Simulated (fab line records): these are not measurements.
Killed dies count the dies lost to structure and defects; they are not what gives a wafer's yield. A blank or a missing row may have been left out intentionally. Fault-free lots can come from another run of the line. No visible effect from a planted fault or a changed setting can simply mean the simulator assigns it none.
fab line records / flow nand-harc / part 2 of 2: steps 38 to 51 of 51
record: lots: 5 wafers: 15 last-day: 32
route steps=1302 shown P_ZERO_WELL@27 P_STI@69
lots that met no fault: from a run of the same line without faults
start-h: hours from the record's first day to the start of the lot's first wafer shown / wait-h: hours since the lot's step before / " unchanged from the row above / L1.1+2: a single row standing in for several wafers / - no value present, or no start provided / * or withheld: withheld / < > ~ a bound
route shown NAME@n: names a module that has steps shown in the file, with the first one's number in the route / usual: mean/standard deviation taken from wafers without a fault / same: alike in all rows / chamber/n: place in a boat / sites: readings site by site / _std_site: the standard deviation of these / _edge_site: inner sites' mean taken away from outer sites' mean / radius-mm: how far each site lies from the wafer's centre / mask NAME#n: copy n / behind: the tool/chamber that last shaped the wafer / hold: the reason the lot was held/the length of the hold in hours/how it ended / device: the transistor (n, p or np) that didn't switch / end of line: the route-end tests of the same wafers / where a step has no rows: the recipe by itself / killed: at the first sort, the dies lost to defects and structure; wafer yield is something else / map: dies across one wafer; x = killed, . = not, _ = none there
set.NAME: the run value of the setting; set.NAME@STEP: its run value at that earlier step / model.NAME: the simulator's own value behind a step, which no gauge read
a table for each step, a row for each wafer; lots at some steps of the route
services: when a tool's chamber went out of use (start-h, in hours from the record's first day, below 0 if earlier), for how many hours, and the reason
== steps ==
step: NHARC_P_ZERO_WELL_STRIP_56
recipe: time-s: 840 temp-c: 130 chemistry: SPM
usual: bath-heat-duty-pct: 15.0/1.7
lot.wafer=L075.4 tool=wet-bench-05 chamber=5 start-h=36.34 wait-h=0.1 bath-heat-duty-pct=13.0
lot.wafer=L075.2 tool=wet-bench-05 chamber=7 start-h=36.34 wait-h=0.1 bath-heat-duty-pct=14.5
lot.wafer=L075.1 tool=wet-bench-05 chamber=0 start-h=36.34 wait-h=0.1 bath-heat-duty-pct=15.9
lot.wafer=L076.6 tool=wet-bench-05 chamber=3 start-h=46.45 wait-h=0.0 bath-heat-duty-pct=16.8
lot.wafer=L076.5 tool=wet-bench-05 chamber=4 start-h=46.45 wait-h=0.0 bath-heat-duty-pct=14.2
lot.wafer=L076.4 tool=wet-bench-05 chamber=5 start-h=46.45 wait-h=0.0 bath-heat-duty-pct=12.7
lot.wafer=L077.5 tool=wet-bench-09 chamber=1 start-h=56.19 wait-h=0.1 bath-heat-duty-pct=13.3
lot.wafer=L077.1 tool=wet-bench-09 chamber=2 start-h=56.19 wait-h=0.1 bath-heat-duty-pct=18.1
lot.wafer=L077.4 tool=wet-bench-09 chamber=5 start-h=56.19 wait-h=0.1 bath-heat-duty-pct=13.2
lot.wafer=L091.4 tool=wet-bench-09 chamber=7 start-h=196.15 wait-h=0.1 bath-heat-duty-pct=12.4
lot.wafer=L091.2 tool=wet-bench-09 chamber=2 start-h=196.15 wait-h=0.1 bath-heat-duty-pct=16.0
lot.wafer=L091.3 tool=wet-bench-09 chamber=3 start-h=196.15 wait-h=0.1 bath-heat-duty-pct=17.1
lot.wafer=L094.5 tool=wet-bench-07 chamber=3 start-h=226.97 wait-h=0.1 bath-heat-duty-pct=13.8
lot.wafer=L094.2 tool=wet-bench-07 chamber=6 start-h=226.97 wait-h=0.1 bath-heat-duty-pct=16.6
lot.wafer=L094.6 tool=wet-bench-07 chamber=7 start-h=226.97 wait-h=0.1 bath-heat-duty-pct=16.1
step: NHARC_P_ZERO_WELL_PRECLEAN_68
recipe: time-s: 60 temp-c: 50 bath-age-min: 0 chemistry: SC1
usual: bath-heat-duty-pct: 7.2/0.96 sc1-h2o2-end-mol-l: 0.3699/0.00073
lot.wafer=L075.4 tool=wet-bench-05 chamber=5 start-h=- wait-h=- bath-heat-duty-pct=5.7 sc1-h2o2-end-mol-l=0.3693
lot.wafer=L075.2 tool=wet-bench-05 chamber=7 start-h=- wait-h=- bath-heat-duty-pct=7.3 sc1-h2o2-end-mol-l=0.3698
lot.wafer=L075.1 tool=wet-bench-05 chamber=0 start-h=- wait-h=- bath-heat-duty-pct=8.0 sc1-h2o2-end-mol-l=0.3690
lot.wafer=L076.6 tool=wet-bench-05 chamber=3 start-h=- wait-h=- bath-heat-duty-pct=8.7 sc1-h2o2-end-mol-l=0.3697
lot.wafer=L076.5 tool=wet-bench-05 chamber=4 start-h=- wait-h=- bath-heat-duty-pct=6.8 sc1-h2o2-end-mol-l=0.3689
lot.wafer=L076.4 tool=wet-bench-05 chamber=5 start-h=- wait-h=- bath-heat-duty-pct=5.7 sc1-h2o2-end-mol-l=0.3704
lot.wafer=L077.5 tool=wet-bench-09 chamber=1 start-h=- wait-h=- bath-heat-duty-pct=6.2 sc1-h2o2-end-mol-l=0.3708
lot.wafer=L077.1 tool=wet-bench-09 chamber=2 start-h=- wait-h=- bath-heat-duty-pct=7.8 sc1-h2o2-end-mol-l=0.3704
lot.wafer=L077.4 tool=wet-bench-09 chamber=5 start-h=- wait-h=- bath-heat-duty-pct=7.2 sc1-h2o2-end-mol-l=0.3706
lot.wafer=L091.4 tool=wet-bench-09 chamber=7 start-h=- wait-h=- bath-heat-duty-pct=5.4 sc1-h2o2-end-mol-l=0.3689
lot.wafer=L091.2 tool=wet-bench-09 chamber=2 start-h=- wait-h=- bath-heat-duty-pct=8.6 sc1-h2o2-end-mol-l=0.3697
lot.wafer=L091.3 tool=wet-bench-09 chamber=3 start-h=- wait-h=- bath-heat-duty-pct=7.9 sc1-h2o2-end-mol-l=0.3708
lot.wafer=L094.5 tool=wet-bench-07 chamber=3 start-h=- wait-h=- bath-heat-duty-pct=6.9 sc1-h2o2-end-mol-l=0.3692
lot.wafer=L094.2 tool=wet-bench-07 chamber=6 start-h=- wait-h=- bath-heat-duty-pct=8.4 sc1-h2o2-end-mol-l=0.3687
lot.wafer=L094.6 tool=wet-bench-07 chamber=7 start-h=- wait-h=- bath-heat-duty-pct=8.4 sc1-h2o2-end-mol-l=0.3694
step: NHARC_P_ZERO_WELL_SRD_69
lot.wafer=L075.4+2+1 tool=wet-bench-05 chamber=5,7,0 start-h=- wait-h=-
lot.wafer=L076.6+5+4 tool=wet-bench-05 chamber=3,4,5 start-h=- wait-h=-
lot.wafer=L077.5+1+4 tool=wet-bench-09 chamber=1,2,5 start-h=- wait-h=-
lot.wafer=L091.4+2+3 tool=wet-bench-09 chamber=7,2,3 start-h=- wait-h=-
lot.wafer=L094.5+2+6 tool=wet-bench-07 chamber=3,6,7 start-h=- wait-h=-
step: NHARC_P_ZERO_WELL_RTA_42
recipe: temp-c: 1100 time-s: 300
usual: lamp-power-pct: 37.6/2.4 lamp_zone_1_pct: 37.6/2.4 lamp_zone_3_pct: 37.6/2.4 wafer_temp_C_max: 1103.5/0.82
lot.wafer=L075.1 tool=rtp-anneal-02 chamber=0 start-h=36.78 wait-h=- lamp-power-pct=40.7 lamp_zone_1_pct=40.8 lamp_zone_3_pct=40.7 wafer_temp_C_max=1103.9
lot.wafer=L075.2 tool=rtp-anneal-02 chamber=0 start-h=36.78 wait-h=- lamp-power-pct=40.7 lamp_zone_1_pct=40.8 lamp_zone_3_pct=40.8 wafer_temp_C_max=1105.6
lot.wafer=L075.4 tool=rtp-anneal-02 chamber=0 start-h=36.78 wait-h=- lamp-power-pct=40.7 lamp_zone_1_pct=40.7 lamp_zone_3_pct=40.8 wafer_temp_C_max=1103.1
lot.wafer=L076.4 tool=rtp-anneal-02 chamber=0 start-h=47.20 wait-h=- lamp-power-pct=40.7 lamp_zone_1_pct=40.7 lamp_zone_3_pct=40.9 wafer_temp_C_max=1103.6
lot.wafer=L076.5 tool=rtp-anneal-02 chamber=0 start-h=47.20 wait-h=- lamp-power-pct=40.6 lamp_zone_1_pct=40.8 lamp_zone_3_pct=40.8 wafer_temp_C_max=1104.5
lot.wafer=L076.6 tool=rtp-anneal-02 chamber=0 start-h=47.20 wait-h=- lamp-power-pct=40.8 lamp_zone_1_pct=40.8 lamp_zone_3_pct=40.8 wafer_temp_C_max=1104.8
lot.wafer=L077.1 tool=rtp-anneal-01 chamber=0 start-h=56.63 wait-h=- lamp-power-pct=35.8 lamp_zone_1_pct=35.7 lamp_zone_3_pct=35.8 wafer_temp_C_max=1103.7
lot.wafer=L077.4 tool=rtp-anneal-01 chamber=0 start-h=56.63 wait-h=- lamp-power-pct=35.7 lamp_zone_1_pct=35.8 lamp_zone_3_pct=35.7 wafer_temp_C_max=1103.2
lot.wafer=L077.5 tool=rtp-anneal-01 chamber=0 start-h=56.63 wait-h=- lamp-power-pct=35.8 lamp_zone_1_pct=35.7 lamp_zone_3_pct=35.7 wafer_temp_C_max=1102.5
lot.wafer=L091.2 tool=rtp-anneal-01 chamber=0 start-h=196.71 wait-h=- lamp-power-pct=35.7 lamp_zone_1_pct=35.8 lamp_zone_3_pct=35.8 wafer_temp_C_max=1103.5
lot.wafer=L091.3 tool=rtp-anneal-01 chamber=0 start-h=196.71 wait-h=- lamp-power-pct=35.6 lamp_zone_1_pct=35.8 lamp_zone_3_pct=35.7 wafer_temp_C_max=1102.8
lot.wafer=L091.4 tool=rtp-anneal-01 chamber=0 start-h=196.71 wait-h=- lamp-power-pct=35.7 lamp_zone_1_pct=35.8 lamp_zone_3_pct=35.8 wafer_temp_C_max=1103.1
lot.wafer=L094.2 tool=rtp-anneal-01 chamber=0 start-h=227.52 wait-h=- lamp-power-pct=35.7 lamp_zone_1_pct=35.8 lamp_zone_3_pct=35.7 wafer_temp_C_max=1102.2
lot.wafer=L094.5 tool=rtp-anneal-01 chamber=0 start-h=227.52 wait-h=- lamp-power-pct=35.7 lamp_zone_1_pct=35.8 lamp_zone_3_pct=35.7 wafer_temp_C_max=1103.6
lot.wafer=L094.6 tool=rtp-anneal-01 chamber=0 start-h=227.52 wait-h=- lamp-power-pct=35.8 lamp_zone_1_pct=35.8 lamp_zone_3_pct=35.7 wafer_temp_C_max=1102.8
step: NHARC_P_ZERO_WELL_INSPECT_43
usual: raw-defect-count: 12/5.3
lot.wafer=L075.1 tool=defect-inspect-01 chamber=- start-h=37.46 wait-h=0.6 raw-defect-count=10
lot.wafer=L075.2 tool=defect-inspect-01 chamber=- start-h=37.46 wait-h=0.6 raw-defect-count=6
lot.wafer=L075.4 tool=defect-inspect-01 chamber=- start-h=37.46 wait-h=0.6 raw-defect-count=7
lot.wafer=L076.4 tool=defect-inspect-01 chamber=- start-h=47.56 wait-h=0.2 raw-defect-count=10
lot.wafer=L076.5 tool=defect-inspect-01 chamber=- start-h=47.56 wait-h=0.2 raw-defect-count=15
lot.wafer=L076.6 tool=defect-inspect-01 chamber=- start-h=47.56 wait-h=0.2 raw-defect-count=7
lot.wafer=L077.1 tool=defect-inspect-01 chamber=- start-h=57.30 wait-h=0.6 raw-defect-count=10
lot.wafer=L077.4 tool=defect-inspect-01 chamber=- start-h=57.30 wait-h=0.6 raw-defect-count=8
lot.wafer=L077.5 tool=defect-inspect-01 chamber=- start-h=57.30 wait-h=0.6 raw-defect-count=6
lot.wafer=L091.2 tool=defect-inspect-02 chamber=- start-h=197.29 wait-h=0.5 raw-defect-count=15
lot.wafer=L091.3 tool=defect-inspect-02 chamber=- start-h=197.29 wait-h=0.5 raw-defect-count=12
lot.wafer=L091.4 tool=defect-inspect-02 chamber=- start-h=197.29 wait-h=0.5 raw-defect-count=13
lot.wafer=L094.2 tool=defect-inspect-02 chamber=- start-h=228.09 wait-h=0.5 raw-defect-count=8
lot.wafer=L094.5 tool=defect-inspect-02 chamber=- start-h=228.09 wait-h=0.5 raw-defect-count=13
lot.wafer=L094.6 tool=defect-inspect-02 chamber=- start-h=228.09 wait-h=0.5 raw-defect-count=13
step: NHARC_P_STI_ETCH_26
recipe: target-depth-a: 110 chemistry: dHF material: SiO2
lot.wafer=L075.2+4+1 tool=wet-bench-06 chamber=7,0,3 start-h=37.51 wait-h=0.0
lot.wafer=L076.4+5+6 tool=wet-bench-03 chamber=5,7,0 start-h=47.63 wait-h=0.1
lot.wafer=L077.1+5+4 tool=wet-bench-06 chamber=1,2,4 start-h=57.38 wait-h=0.1
lot.wafer=L091.3+4+2 tool=wet-bench-03 chamber=3,6,7 start-h=197.35 wait-h=0.1
lot.wafer=L094.2+6+5 tool=wet-bench-06 chamber=4,7,0 start-h=228.15 wait-h=0.1
step: NHARC_P_STI_PRECLEAN_27
recipe: time-s: * temp-c: 50 bath-age-min: 0 chemistry: SC1
usual: bath-heat-duty-pct: 7.1/0.74 sc1-h2o2-end-mol-l: 0.3698/0.00068
lot.wafer=L075.2 tool=wet-bench-06 chamber=7 start-h=37.58 wait-h=0.1 bath-heat-duty-pct=7.4 sc1-h2o2-end-mol-l=0.3695
lot.wafer=L075.4 tool=wet-bench-06 chamber=0 start-h=37.58 wait-h=0.1 bath-heat-duty-pct=7.2 sc1-h2o2-end-mol-l=0.3704
lot.wafer=L075.1 tool=wet-bench-06 chamber=3 start-h=37.58 wait-h=0.1 bath-heat-duty-pct=7.9 sc1-h2o2-end-mol-l=0.3702
lot.wafer=L076.4 tool=wet-bench-03 chamber=5 start-h=47.68 wait-h=0.0 bath-heat-duty-pct=6.8 sc1-h2o2-end-mol-l=0.3695
lot.wafer=L076.5 tool=wet-bench-03 chamber=7 start-h=47.68 wait-h=0.0 bath-heat-duty-pct=6.8 sc1-h2o2-end-mol-l=0.3701
lot.wafer=L076.6 tool=wet-bench-03 chamber=0 start-h=47.68 wait-h=0.0 bath-heat-duty-pct=6.3 sc1-h2o2-end-mol-l=0.3704
lot.wafer=L077.1 tool=wet-bench-06 chamber=1 start-h=57.43 wait-h=0.0 bath-heat-duty-pct=6.7 sc1-h2o2-end-mol-l=0.3679
lot.wafer=L077.5 tool=wet-bench-06 chamber=2 start-h=57.43 wait-h=0.0 bath-heat-duty-pct=6.7 sc1-h2o2-end-mol-l=0.3697
lot.wafer=L077.4 tool=wet-bench-06 chamber=4 start-h=57.43 wait-h=0.0 bath-heat-duty-pct=7.6 sc1-h2o2-end-mol-l=0.3701
lot.wafer=L091.3 tool=wet-bench-03 chamber=3 start-h=197.41 wait-h=0.0 bath-heat-duty-pct=6.1 sc1-h2o2-end-mol-l=0.3689
lot.wafer=L091.4 tool=wet-bench-03 chamber=6 start-h=197.41 wait-h=0.0 bath-heat-duty-pct=7.1 sc1-h2o2-end-mol-l=0.3695
lot.wafer=L091.2 tool=wet-bench-03 chamber=7 start-h=197.41 wait-h=0.0 bath-heat-duty-pct=6.1 sc1-h2o2-end-mol-l=0.3703
lot.wafer=L094.2 tool=wet-bench-06 chamber=4 start-h=228.21 wait-h=0.0 bath-heat-duty-pct=8.0 sc1-h2o2-end-mol-l=0.3697
lot.wafer=L094.6 tool=wet-bench-06 chamber=7 start-h=228.21 wait-h=0.0 bath-heat-duty-pct=6.8 sc1-h2o2-end-mol-l=0.3693
lot.wafer=L094.5 tool=wet-bench-06 chamber=0 start-h=228.21 wait-h=0.0 bath-heat-duty-pct=7.3 sc1-h2o2-end-mol-l=0.3708
step: NHARC_P_STI_SRD_28
lot.wafer=L075.2+4+1 tool=wet-bench-06 chamber=7,0,3 start-h=- wait-h=-
lot.wafer=L076.4+5+6 tool=wet-bench-03 chamber=5,7,0 start-h=- wait-h=-
lot.wafer=L077.1+5+4 tool=wet-bench-06 chamber=1,2,4 start-h=- wait-h=-
lot.wafer=L091.3+4+2 tool=wet-bench-03 chamber=3,6,7 start-h=- wait-h=-
lot.wafer=L094.2+6+5 tool=wet-bench-06 chamber=4,7,0 start-h=- wait-h=-
step: NHARC_P_STI_OXIDE_29
recipe: target-thk-a: 100 temp-c: 900 ox-time-s: 1362 material: SiO2
lot.wafer=L075.1+2+4 tool=furnace-05 chamber=0 start-h=43.80 wait-h=-
lot.wafer=L076.4+5+6 tool=furnace-07 chamber=0 start-h=52.40 wait-h=-
lot.wafer=L077.1+4+5 tool=furnace-05 chamber=0 start-h=60.66 wait-h=-
lot.wafer=L091.2+3+4 tool=furnace-01 chamber=0 start-h=201.24 wait-h=-
lot.wafer=L094.2+5+6 tool=furnace-05 chamber=0 start-h=234.56 wait-h=-
step: NHARC_P_STI_HM_DEP_30
recipe: target-thk-a: 800 temp-c: 790 pressure-mtorr: 300 time-s: 873 material: Si3N4
lot.wafer=L075.1+2+4 tool=lpcvd-02 chamber=1 start-h=52.25 wait-h=4.8
lot.wafer=L076.4+5+6 tool=lpcvd-02 chamber=0 start-h=59.60 wait-h=3.5
lot.wafer=L077.1+4+5 tool=lpcvd-01 chamber=0 start-h=67.88 wait-h=3.5
lot.wafer=L091.2+3+4 tool=lpcvd-02 chamber=0 start-h=208.44 wait-h=3.5
lot.wafer=L094.2+5+6 tool=lpcvd-01 chamber=0 start-h=242.57 wait-h=4.3
step: NHARC_P_STI_DEHYDRATE_01
recipe: temp-c: 150 time-s: 120
lot.wafer=L075.1+2+4 tool=litho-track-05 chamber=0 start-h=55.89 wait-h=0.4
lot.wafer=L076.4+5+6 tool=litho-track-07 chamber=0 start-h=63.25 wait-h=0.4
lot.wafer=L077.1+4+5 tool=litho-track-05 chamber=0 start-h=71.57 wait-h=0.4
lot.wafer=L091.2+3+4 tool=litho-track-03 chamber=0 start-h=212.11 wait-h=0.4
lot.wafer=L094.2+5+6 tool=litho-track-07 chamber=0 start-h=246.21 wait-h=0.4
step: NHARC_P_STI_HMDS_02
recipe: time-s: 30
lot.wafer=L075.1+2+4 tool=litho-track-05 chamber=0 start-h=- wait-h=-
lot.wafer=L076.4+5+6 tool=litho-track-07 chamber=0 start-h=- wait-h=-
lot.wafer=L077.1+4+5 tool=litho-track-05 chamber=0 start-h=- wait-h=-
lot.wafer=L091.2+3+4 tool=litho-track-03 chamber=0 start-h=- wait-h=-
lot.wafer=L094.2+5+6 tool=litho-track-07 chamber=0 start-h=- wait-h=-
step: NHARC_P_STI_COAT_41
recipe: temp-c: 200 time-s: 65
lot.wafer=L075.1+2+4 tool=litho-track-05 chamber=0 start-h=- wait-h=-
lot.wafer=L076.4+5+6 tool=litho-track-07 chamber=0 start-h=- wait-h=-
lot.wafer=L077.1+4+5 tool=litho-track-05 chamber=0 start-h=- wait-h=-
lot.wafer=L091.2+3+4 tool=litho-track-03 chamber=0 start-h=- wait-h=-
lot.wafer=L094.2+5+6 tool=litho-track-07 chamber=0 start-h=- wait-h=-
step: NHARC_P_STI_COAT_03
recipe: spin-rpm: 2000 resist-thk-nm: 600
usual: dispense-pressure-kPa: 52/3.9
lot.wafer=L075.1 tool=litho-track-05 chamber=0 start-h=- wait-h=- dispense-pressure-kPa=55
lot.wafer=L075.2 tool=litho-track-05 chamber=0 start-h=- wait-h=- dispense-pressure-kPa=55
lot.wafer=L075.4 tool=litho-track-05 chamber=0 start-h=- wait-h=- dispense-pressure-kPa=55
lot.wafer=L076.4 tool=litho-track-07 chamber=0 start-h=- wait-h=- dispense-pressure-kPa=54
lot.wafer=L076.5 tool=litho-track-07 chamber=0 start-h=- wait-h=- dispense-pressure-kPa=54
lot.wafer=L076.6 tool=litho-track-07 chamber=0 start-h=- wait-h=- dispense-pressure-kPa=54
lot.wafer=L077.1 tool=litho-track-05 chamber=0 start-h=- wait-h=- dispense-pressure-kPa=55
lot.wafer=L077.4 tool=litho-track-05 chamber=0 start-h=- wait-h=- dispense-pressure-kPa=55
lot.wafer=L077.5 tool=litho-track-05 chamber=0 start-h=- wait-h=- dispense-pressure-kPa=55
lot.wafer=L091.2 tool=litho-track-03 chamber=0 start-h=- wait-h=- dispense-pressure-kPa=46
lot.wafer=L091.3 tool=litho-track-03 chamber=0 start-h=- wait-h=- dispense-pressure-kPa=46
lot.wafer=L091.4 tool=litho-track-03 chamber=0 start-h=- wait-h=- dispense-pressure-kPa=46
lot.wafer=L094.2 tool=litho-track-07 chamber=0 start-h=- wait-h=- dispense-pressure-kPa=54
lot.wafer=L094.5 tool=litho-track-07 chamber=0 start-h=- wait-h=- dispense-pressure-kPa=54
lot.wafer=L094.6 tool=litho-track-07 chamber=0 start-h=- wait-h=- dispense-pressure-kPa=54
== services ==
tool=rie-diel-11 chamber=2 start-h=14.90 hours=4.1 kind=repair
tool=wet-bench-06 chamber=- start-h=17.60 hours=8.0 kind=pm
tool=rie-diel-11 chamber=3 start-h=27.81 hours=3.5 kind=repair
tool=wet-bench-03 chamber=- start-h=34.40 hours=8.0 kind=pm
tool=rie-diel-13 chamber=1 start-h=41.87 hours=11.4 kind=repair
tool=litho-track-02 chamber=- start-h=52.00 hours=7.0 kind=pm
tool=implanter-02 chamber=- start-h=57.81 hours=0.9 kind=repair
tool=litho-track-07 chamber=- start-h=76.00 hours=7.0 kind=pm
tool=rie-diel-11 chamber=- start-h=81.60 hours=9.0 kind=pm
tool=wet-bench-05 chamber=- start-h=84.80 hours=8.0 kind=pm
tool=litho-track-03 chamber=- start-h=100.00 hours=7.0 kind=pm
tool=implanter-01 chamber=- start-h=111.44 hours=0.7 kind=repair
tool=litho-track-05 chamber=- start-h=124.01 hours=7.0 kind=pm
tool=krf-scanner-01 chamber=- start-h=140.00 hours=4.0 kind=pm
tool=rie-diel-13 chamber=3 start-h=143.35 hours=11.6 kind=repair
tool=implanter-01 chamber=- start-h=143.57 hours=2.0 kind=repair
tool=rie-diel-13 chamber=0 start-h=146.16 hours=4.6 kind=repair
tool=implanter-02 chamber=- start-h=151.28 hours=13.0 kind=pm
tool=wet-bench-09 chamber=- start-h=176.80 hours=8.0 kind=pm
tool=wet-bench-06 chamber=- start-h=193.60 hours=8.0 kind=pm
tool=implanter-02 chamber=- start-h=206.64 hours=25.7 kind=repair
tool=wet-bench-03 chamber=- start-h=210.40 hours=8.0 kind=pm
tool=rie-diel-11 chamber=1 start-h=218.96 hours=1.8 kind=repair
tool=litho-track-02 chamber=- start-h=227.00 hours=7.0 kind=pm
